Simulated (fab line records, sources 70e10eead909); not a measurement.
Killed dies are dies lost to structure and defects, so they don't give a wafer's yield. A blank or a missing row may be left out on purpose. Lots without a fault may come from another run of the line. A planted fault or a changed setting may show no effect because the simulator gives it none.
fab line records | flow nand_harc
record lots=11 wafers=33 last_day=25
route steps=1159 shown A_STAIRCASE@519 END@1159
lots that met no fault: from a run of the same line without faults
start_h: hours from the record's first day to the start of the lot's first wafer shown | wait_h: hours since the lot's step before | " the same as in the row above | L1.1+2: a row that stands for several wafers | - no value, or no start given | * or withheld: withheld | < > ~ a bound
route shown NAME@n: a module of which the file shows steps, and the number in the route of the first | usual: mean/standard deviation of fault-free wafers | same: alike in all rows | chamber/n: place in a boat | sites: the reading at each site | _std_site: their standard deviation | _edge_site: outer sites' mean less inner sites' | radius_mm: how far each site lies from the wafer's centre | mask NAME#n: copy n | behind: the tool/chamber that last shaped the wafer | hold: why the lot was held/for how many hours/how that ended | device: the transistor (n, p or np) that didn't switch | end of line: the same wafers' tests at the end of the route | a step without rows: its recipe alone | killed: dies lost to structure and defects at the first sort, not the wafer's yield | map: a wafer's dies, x killed, . not, _ none there
set.NAME: the setting as run; set.NAME@STEP: as run at that earlier step | model.NAME: the simulator's own value behind a step, which no gauge read
steps of the route over a sample of lots; a table a step, a row a wafer
services: from which hour (start_h, from the record's first day; less than 0 if before it) a tool's chamber was out of use, for how many hours, and why
## steps
# step NHARC_A_STAIRCASE_DEP_156
# recipe target_thk_a=500 temp_c=400 target_thk_nm=50 flow_sccm=200 rf_w=450 material=SiNx
# usual heater_power_w=743/77
# columns lot.wafer tool chamber start_h wait_h heater_power_w
L313.3 pecvd-03 2 241.01 0.2 613
L313.2 " 1 " " 717
L313.5 " 0 " " 750
L315.3 pecvd-04 1 241.03 0.2 764
L315.2 " 2 " " 779
L315.5 " 1 " " 770
L314.2 pecvd-04 1 245.62 0.1 805
L314.6 " 1 " " 788
L314.5 " 0 " " 699
L326.2 pecvd-04 1 312.32 0.1 803
L326.1 " 2 " " 764
L326.4 " 2 " " 782
L327.2 pecvd-04 0 325.55 0.1 733
L327.5 " 0 " " 738
L327.4 " 1 " " 791
L331.1 pecvd-03 2 334.85 0.1 619
L331.4 " 2 " " 624
L331.5 " 1 " " 705
L329.1 pecvd-04 2 334.91 0.1 856
L329.2 " 0 " " 717
L329.3 " 1 " " 670
L330.1 pecvd-04 2 340.32 0.1 836
L330.3 " 0 " " 782
L330.4 " 0 " " 783
L333.2 pecvd-01 1 349.95 0.1 691
L333.5 " 1 " " 695
L333.6 " 2 " " 710
L335.2 pecvd-03 0 360.68 0.2 764
L335.1 " 2 " " 625
L335.5 " 0 " " 755
L334.1 pecvd-01 0 365.58 0.1 820
L334.5 " 2 " " 690
L334.6 " 0 " " 825
# step NHARC_A_STAIRCASE_ETCH_169
# recipe target_depth_a=500 time_s=107.1 ion_energy_ev=120 ch3f_flow_sccm=50 o2_flow_sccm=30 ar_flow_sccm=200 rf_w=500 bias_w=100 chemistry=CH3F/O2
# usual bias_w=100.03/0.28 ch3f_flow_sccm=50.00/0.15 chamber_pressure_mTorr=25.005/0.023 drypump_motor_current_A=5.6/0.39 oes_product_au=0.951/0.02 rf_vpp_V=244.4/1.9 showerhead_plenum_p_Torr=2.46/0.12 throttle_valve_pct=20.663/0.01
# columns lot.wafer tool chamber start_h wait_h bias_w ch3f_flow_sccm chamber_pressure_mTorr drypump_motor_current_A oes_product_au rf_hours_counter_h rf_vpp_V showerhead_plenum_p_Torr throttle_valve_pct
L315.2 rie_diel-05 1 242.09 0.1 100.18 49.87 24.982 6.0 0.962 24 243.6 2.45 20.665
L315.3 " 3 " " 100.21 49.69 25.037 5.0 0.956 20 244.6 2.41 20.667
L315.5 " 1 " " 99.67 49.94 25.002 6.0 0.959 - 244.4 2.45 20.676
L313.3 rie_diel-05 0 242.25 0.1 100.04 49.95 24.973 6.0 0.937 26 241.6 2.28 20.658
L313.2 " 1 " " 100.23 49.93 25.017 6.0 0.956 24 245.9 2.45 20.660
L313.5 " 3 " " 99.61 49.85 25.002 5.0 0.953 - 242.7 2.41 20.646
L314.2 rie_diel-10 1 246.56 0.1 100.11 49.81 25.021 5.4 0.982 21 247.8 2.65 20.665
L314.5 " 1 " " 99.79 50.03 24.972 5.4 0.979 - 247.9 2.65 20.648
L314.6 " 2 " " 99.97 50.18 25.011 6.1 0.976 - 246.8 2.59 20.679
L326.2 rie_diel-05 3 313.37 0.1 100.45 49.99 25.041 5.0 0.944 41 243.5 2.40 20.668
L326.1 " 1 " " 100.06 50.18 24.994 6.0 0.951 50 243.6 2.44 20.646
L326.4 " 2 " " 100.42 50.07 25.003 5.3 0.947 48 242.3 2.47 20.660
L327.4 rie_diel-01 1 326.81 0.3 100.30 50.07 24.964 6.0 0.947 1 246.8 2.55 20.653
L327.2 " 0 " " 99.74 49.93 25.010 5.6 0.944 2 242.4 2.36 20.642
L327.5 " 2 " " 100.04 49.96 25.034 5.4 0.956 - 242.7 2.33 20.665
L331.1 rie_diel-10 3 335.86 0.1 100.02 50.04 25.020 5.3 0.921 55 247.1 2.54 20.681
L331.4 " 1 " " 100.05 50.01 24.994 5.4 0.929 54 246.6 2.64 20.675
L331.5 " 3 " " 100.12 50.11 25.040 5.3 0.924 - 246.3 2.54 20.657
L329.2 rie_diel-01 3 335.98 0.1 99.84 49.93 25.005 5.0 0.980 7 246.7 2.66 20.661
L329.3 " 1 " " 100.44 50.05 25.015 6.0 0.970 6 245.3 2.55 20.655
L329.1 " 2 " " 100.09 50.28 24.995 5.4 0.986 6 241.3 2.32 20.669
L330.1 rie_diel-10 0 341.31 0.1 99.85 49.84 24.991 5.2 0.934 57 241.3 2.32 20.661
L330.3 " 1 " " 100.11 50.07 24.998 5.4 0.927 56 247.3 2.64 20.683
L330.4 " 2 " " 100.25 50.03 24.996 6.1 0.926 56 245.5 2.58 20.678
L333.2 rie_diel-05 3 351.04 0.1 100.03 50.12 25.015 5.0 0.967 0 244.3 2.40 20.671
L333.6 " 1 " " 100.17 50.34 24.996 6.0 0.984 - 244.4 2.43 20.667
L333.5 " 2 " " 99.95 49.84 25.004 5.4 0.974 - 245.4 2.47 20.669
L335.2 rie_diel-01 0 361.77 0.1 99.55 49.89 24.996 5.6 0.994 19 243.8 2.35 20.655
L335.1 " 2 " " 99.49 49.97 24.982 5.4 0.970 19 242.9 2.32 20.654
L335.5 " 1 " " 99.72 49.94 25.024 5.9 0.985 - 246.8 2.55 20.670
L334.1 rie_diel-01 3 366.63 0.1 100.07 50.23 24.993 5.0 0.984 22 246.9 2.65 20.659
L334.5 " 3 " " 99.90 50.29 24.992 5.0 0.986 - 246.7 2.65 20.649
L334.6 " 0 " " 100.21 50.09 24.977 5.6 0.971 - 241.8 2.35 20.655
# step NHARC_A_STAIRCASE_TRIM_14
# recipe time_s=211.2 o2_flow_sccm=500 ar_flow_sccm=0 bias_w=0 chemistry=O2
# usual chamber_pressure_mTorr=60.01/0.053 drypump_motor_current_A=5.6/0.42 oes_product_au=1.003/0.0066 rf_vpp_V=57.7/0.87 showerhead_plenum_p_Torr=3.50/0.16 throttle_valve_pct=17.036/0.0083
# columns lot.wafer tool chamber start_h wait_h chamber_pressure_mTorr drypump_motor_current_A oes_product_au rf_hours_counter_h rf_vpp_V showerhead_plenum_p_Torr throttle_valve_pct
L315.2 rie_diel-05 3 - - 59.99 5.0 1.003 20 57.1 3.46 17.034
L315.3 " 2 " " 60.04 5.3 1.004 24 58.5 3.56 17.028
L315.5 " 3 " " 59.93 5.0 1.008 - 58.5 3.46 17.042
L313.2 rie_diel-05 0 - - 59.96 6.1 1.008 26 57.0 3.28 17.041
L313.3 " 1 " " 60.04 6.0 0.994 24 58.0 3.51 17.044
L313.5 " 3 " " 59.95 5.0 1.007 - 56.8 3.46 17.023
L314.2 rie_diel-05 0 - - 60.00 6.0 1.001 28 56.4 3.28 17.028
L314.5 " 3 " " 59.96 5.0 1.001 - 57.2 3.46 17.025
L314.6 " 0 " " 59.97 6.1 1.009 - 56.7 3.28 17.033
L326.2 rie_diel-05 1 - - 60.07 6.1 0.997 51 56.7 3.50 17.047
L326.4 " 2 " " 60.08 5.3 1.010 49 58.3 3.55 17.048
L326.1 " 3 " " 60.07 5.0 1.005 42 57.8 3.45 17.031
L327.2 rie_diel-05 1 - - 60.10 6.0 1.005 57 59.6 3.50 17.034
L327.4 " 2 " " 60.09 5.3 1.005 56 56.7 3.55 17.035
L327.5 " 2 " " 59.95 5.3 1.010 - 57.9 3.55 17.039
L331.1 rie_diel-01 1 - - 60.07 6.0 0.999 6 57.1 3.66 17.034
L331.4 " 3 " " 60.00 5.0 1.004 8 58.5 3.80 17.024
L331.5 " 0 " " 60.05 5.6 1.011 - 57.9 3.39 17.040
L329.1 rie_diel-01 2 - - 59.96 5.4 1.002 7 58.0 3.34 17.046
L329.2 " 3 " " 59.94 5.0 1.011 8 57.7 3.80 17.039
L329.3 " 0 " " 59.99 5.6 1.014 7 57.0 3.39 17.031
L330.3 rie_diel-10 2 - - 60.08 6.1 0.998 57 57.3 3.69 17.029
L330.4 " 0 " " 60.00 5.2 1.002 58 56.9 3.34 17.035
L330.1 " 1 " " 60.03 5.4 0.995 57 57.6 3.78 17.041
L333.2 rie_diel-05 3 - - 60.01 5.0 1.007 1 56.6 3.45 17.038
L333.5 " 1 " " 60.03 6.0 0.996 - 57.7 3.49 17.044
L333.6 " 2 " " 60.03 5.3 1.006 - 57.3 3.54 17.035
L335.2 rie_diel-01 3 - - 60.03 5.0 1.004 21 57.8 3.80 17.022
L335.1 " 0 " " 60.03 5.6 1.013 20 58.7 3.38 17.042
L335.5 " 2 " " 59.97 5.4 1.012 - 57.2 3.33 17.034
L334.1 rie_diel-10 2 - - 59.95 6.1 1.011 2 57.4 3.69 17.033
L334.5 " 2 " " 60.03 6.1 1.007 - 58.7 3.69 17.042
L334.6 " 3 " " 60.06 5.3 1.003 - 57.9 3.64 17.047
# step NHARC_A_STAIRCASE_ETCH_25
# recipe target_depth_a=1000 time_s=40.5 ion_energy_ev=400 c4f8_flow_sccm=20 o2_flow_sccm=10 ar_flow_sccm=withheld rf_w=600 bias_w=1000 chemistry=C4F8/O2
# usual bias_w=1000.2/2.8 chamber_pressure_mTorr=25.001/0.022 oes_product_au=0.945/0.01 rf_vpp_V=895/6.2
# columns lot.wafer tool chamber start_h wait_h bias_w chamber_pressure_mTorr oes_product_au rf_hours_counter_h rf_vpp_V
L315.2 rie_diel-05 1 245.82 - 1006.5 24.985 0.939 25 896
L315.3 " 3 " " 999.6 25.013 0.942 21 894
L315.5 " 2 " " 1004.9 25.038 0.938 - 896
L313.2 rie_diel-10 1 246.14 - - - - - -
L313.3 " 2 " " - - - - -
L313.5 " 1 " " - - - - -
L314.2 rie_diel-05 0 250.41 - - - - - -
L314.6 " 3 " " - - - - -
L314.5 " 0 " " - - - - -
L326.1 rie_diel-10 0 318.61 - 1001.0 25.012 0.926 48 889
L326.2 " 1 " " 1000.9 25.013 0.930 47 905
L326.4 " 3 " " 1003.5 25.042 0.940 49 899
L327.2 rie_diel-05 1 330.97 - 1003.3 24.991 0.931 58 896
L327.4 " 0 " " 994.5 24.943 0.944 60 887
L327.5 " 1 " " 999.4 25.009 0.939 - 894
L331.1 rie_diel-05 3 340.26 - 1001.2 24.985 0.953 52 893
L331.4 " 1 " " 1000.2 24.983 0.938 61 894
L331.5 " 0 " " 1003.4 25.020 0.931 - 886
L329.1 rie_diel-05 2 340.59 - 1003.2 25.049 0.934 60 896
L329.3 " 0 " " 1000.5 25.015 0.939 64 887
L329.2 " 1 " " 994.3 25.010 0.935 61 893
L330.3 rie_diel-01 3 345.12 - 1002.6 24.995 0.973 11 906
L330.1 " 0 " " 1001.8 24.994 0.948 10 891
L330.4 " 1 " " 999.0 24.978 0.948 8 902
L333.2 rie_diel-01 3 356.43 - 1001.4 24.997 0.924 17 905
L333.6 " 2 " " 995.5 25.023 0.933 - 889
L333.5 " 3 " " 1000.2 24.973 0.930 - 905
L335.2 rie_diel-01 1 365.24 - 994.5 25.035 0.948 18 900
L335.1 " 2 " " 997.4 24.974 0.956 20 889
L335.5 " 1 " " 1000.7 25.038 0.945 - 901
L334.1 rie_diel-05 3 371.38 - 1000.7 24.975 0.961 11 893
L334.6 " 1 " " 1002.7 24.988 0.935 - 896
L334.5 " 2 " " 1000.5 25.024 0.947 - 896
# step NHARC_END_SORT_01
# recipe temp_c=25
# usual killed_at_array=28/8.9 killed_at_other=0.8/1.2 killed_at_periphery=3.3/2.3 killed_dies=32/9.4 killed_open=3.2/1.8 killed_short=1.9/1.4
# same gross_dies=677
# columns lot.wafer tool chamber start_h wait_h killed_at_array killed_at_other killed_at_periphery killed_dies killed_open killed_short
L313.2 prober-02 0 449.58 2.8 674 0 3 677 4 3
L313.3 prober-02 0 450.40 3.1 676 0 1 677 1 2
L313.5 prober-02 0 452.04 3.8 676 0 1 677 1 5
L314.2 prober-02 0 457.44 2.8 670 1 6 677 8 5
L314.5 prober-02 0 459.83 3.7 675 0 2 677 3 1
L314.6 prober-02 0 460.63 4.0 675 0 2 677 1 1
# killed by level:class
L313.2 A_STAIRCASE:area_etch=663 P_CONTACT:geometric_particle:open=2 A_CHANNEL_HOLE_D1:chamber_film_flake=2 A_SLIT:unspecified=2 P_M0:geometric_particle:short=1 A_WL_FILL:geometric_particle:short=1 A_CONTACT:geometric_particle:open=1 A_BLC:geometric_particle:open=1
L313.3 A_STAIRCASE:area_etch=665 A_CHANNEL_HOLE_D1:chamber_film_flake=3 A_STAIRCASE:chamber_film_flake=2 A_SLIT:chamber_film_flake=2 A_ONON_D1:geometric_particle:short=1 A_WL_FILL:geometric_particle:short=1 A_CONTACT:geometric_particle:open=1 P_ZERO_WELL:chamber_film_flake=1
L313.5 A_STAIRCASE:area_etch=661 A_WL_FILL:geometric_particle:short=3 A_CHANNEL_FILL_D1:chamber_film_flake=3 A_STAIRCASE:chamber_film_flake=3 P_CONTACT:geometric_particle:short=1 A_ONON_D1:geometric_particle:open=1 A_SLIT:geometric_particle:short=1 A_CHANNEL_HOLE_D1:chamber_film_flake=1
L314.2 A_STAIRCASE:area_etch=654 A_CONTACT:geometric_particle:open=2 A_BLC:geometric_particle:short=2 A_CHANNEL_HOLE_D1:chamber_film_flake=2 A_STAIRCASE:chamber_film_flake=2 P_CONTACT:geometric_particle:open=1 P_M0:geometric_particle:open=1 P_M0:geometric_particle:short=1
L314.5 A_STAIRCASE:area_etch=662 A_CONTACT:chamber_film_flake=3 P_GATE:chamber_film_flake=2 A_STAIRCASE:chamber_film_flake=2 A_BONDPAD:chamber_film_flake=2 A_SOURCE_PLATE:geometric_particle:open=1 A_SGD_CUT:geometric_particle:short=1 A_CONTACT:geometric_particle:open=1
L314.6 A_STAIRCASE:area_etch=660 A_CONTACT:chamber_film_flake=5 A_STAIRCASE:chamber_film_flake=3 A_BONDPAD:chamber_film_flake=3 A_CHANNEL_HOLE_D1:chamber_film_flake=2 P_CONTACT:geometric_particle:open=1 A_WL_FILL:geometric_particle:short=1 P_GATE:chamber_film_flake=1
## services
# columns tool chamber start_h hours kind
rie_diel-05 0 222.88 - clean
rie_diel-05 1 222.88 - clean
rie_diel-05 2 222.88 - clean
rie_diel-05 3 222.88 - clean
pecvd-01 - 237.00 13.0 pm
rie_diel-05 3 238.27 3.0 repair
pecvd-03 - 247.01 0.8 repair
rie_diel-05 0 247.88 - clean
rie_diel-05 1 247.88 - clean
rie_diel-05 2 247.88 - clean
rie_diel-05 3 247.88 - clean
rie_diel-05 0 272.38 - clean
rie_diel-05 1 272.38 - clean
rie_diel-05 2 272.38 - clean
rie_diel-05 3 272.38 - clean
rie_diel-05 0 296.92 - clean
rie_diel-05 1 296.92 - clean
rie_diel-05 2 296.92 - clean
pecvd-03 - 300.46 13.0 pm
rie_diel-01 - 315.10 9.0 pm
rie_diel-05 - 340.75 9.0 pm
rie_diel-10 - 353.50 9.0 pm
pecvd-03 - 362.39 0.9 repair
rie_diel-01 2 370.60 14.2 repair
## key
first_sign step=NHARC_A_STAIRCASE_ETCH_25 reading=tool_record direction=missing
effect step=NHARC_END_SORT_01 reading=killed_at_array direction=up sigmas=72 usual=28 struck=674
more_kills_born_at NHARC_A_STAIRCASE_ETCH_25@rie_diel-10=1989 NHARC_A_STAIRCASE_ETCH_25@rie_diel-05=1975
met_at NHARC_A_STAIRCASE_ETCH_25
struck_lots L313,L314
later_rows_left_out L313.2,L313.3,L313.5,L314.2,L314.5,L314.6
tester_left_out L313,L314
not_acting_at NHARC_A_STAIRCASE_DEP_156,NHARC_A_STAIRCASE_ETCH_169,NHARC_A_STAIRCASE_TRIM_14
onset_between 245.82 246.14
fault kind=skipped_step_whole tool=rie_diel-05,rie_diel-10 chamber=- onset_h=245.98 steps=NHARC_A_STAIRCASE_ETCH_25 scope=struck_lots_only
# tester_left_out: of these lots the tester's yield and bins aren't shown, on N5 and GAA mostly nor the transistor test; their killed dies are dies lost to structure and defects alone, not to doping, threshold or leakage, so they don't give the yield
# later_rows_left_out: the simulator's readings of these wafers behind a module that went badly wrong aren't trusted and aren't shown, but for the sort
